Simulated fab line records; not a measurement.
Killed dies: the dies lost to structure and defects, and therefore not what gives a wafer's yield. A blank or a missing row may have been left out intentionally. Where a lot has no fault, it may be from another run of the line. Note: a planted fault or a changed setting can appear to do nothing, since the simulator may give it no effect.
Matching of chambers ; flow n5_finfet ; 4 sister chambers for N5_PASSIVATION_DESCUM_46 on rie_diel-01
The step chemistry O2, time 7.9 s. 14 wafers are shown with their chamber, then 7 later ones without.

WAFERS WITH THEIR CHAMBER
wafer;chamber;drypump_motor_current_A (A);showerhead_plenum_p_Torr (Torr);throttle_valve_pct (%)
L074.2;3;5.5;2.12;20.66
L074.3;1;5.6;2.16;20.94
L074.4;2;5.9;2.21;20.52
L076.3;1;5.6;2.16;20.94
L076.4;0;5.1;2.13;20.41
L076.6;1;5.6;2.16;20.92
L082.1;2;5.9;2.21;20.57
L082.3;1;5.6;2.15;20.95
L082.5;2;5.9;2.21;20.58
L085.1;2;5.8;2.20;20.57
L085.4;0;5.1;2.13;20.48
L085.5;3;5.5;2.11;20.70
L089.2;3;5.6;2.10;20.74
L089.4;1;5.6;2.15;20.58

SIGNATURES (means of the wafers above)
reading;chamber 0;chamber 1;chamber 2;chamber 3;scatter within a chamber
drypump_motor_current_A;5.100;5.600;5.875;5.533;0.0376
showerhead_plenum_p_Torr;2.1300;2.1560;2.2075;2.1100;0.00628
throttle_valve_pct;20.4450;20.8660;20.5600;20.7000;0.105
Rule: a wafer's distance from a chamber is the root of the sum, over the readings, of the square of ((its reading less the chamber's mean) divided by the reading's scatter). If the next closest chamber is less than 2 further off than the closest, the wafer can't be placed; otherwise it belongs to the closest. How the scatter is found: for the shown wafers, subtract from each reading the mean of its chamber, square and add these, divide the total by (wafers less chambers), then take the root.

WAFERS WITH NO CHAMBER GIVEN
wafer;drypump_motor_current_A (A);showerhead_plenum_p_Torr (Torr);throttle_valve_pct (%)
L089.6;5.6;2.10;20.74
L095.1;5.1;2.12;20.49
L095.4;5.6;2.15;20.62
L095.5;5.8;2.20;20.60
L096.1;5.8;2.20;20.63
L096.2;5.2;2.12;20.50
L096.3;5.5;2.14;20.62

WHICH CHAMBER EACH WENT THROUGH
wafer;from the rows above;in truth
L089.6;3;3
L095.1;0;0
L095.4;1;1
L095.5;2;2
L096.1;2;2
L096.2;0;0
L096.3;can't be placed: 1 or 3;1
Placed correctly: 6 of 7. Unplaceable from these rows: 1, with the true chamber sitting among the candidates in 1. Wrongly placed: 0.
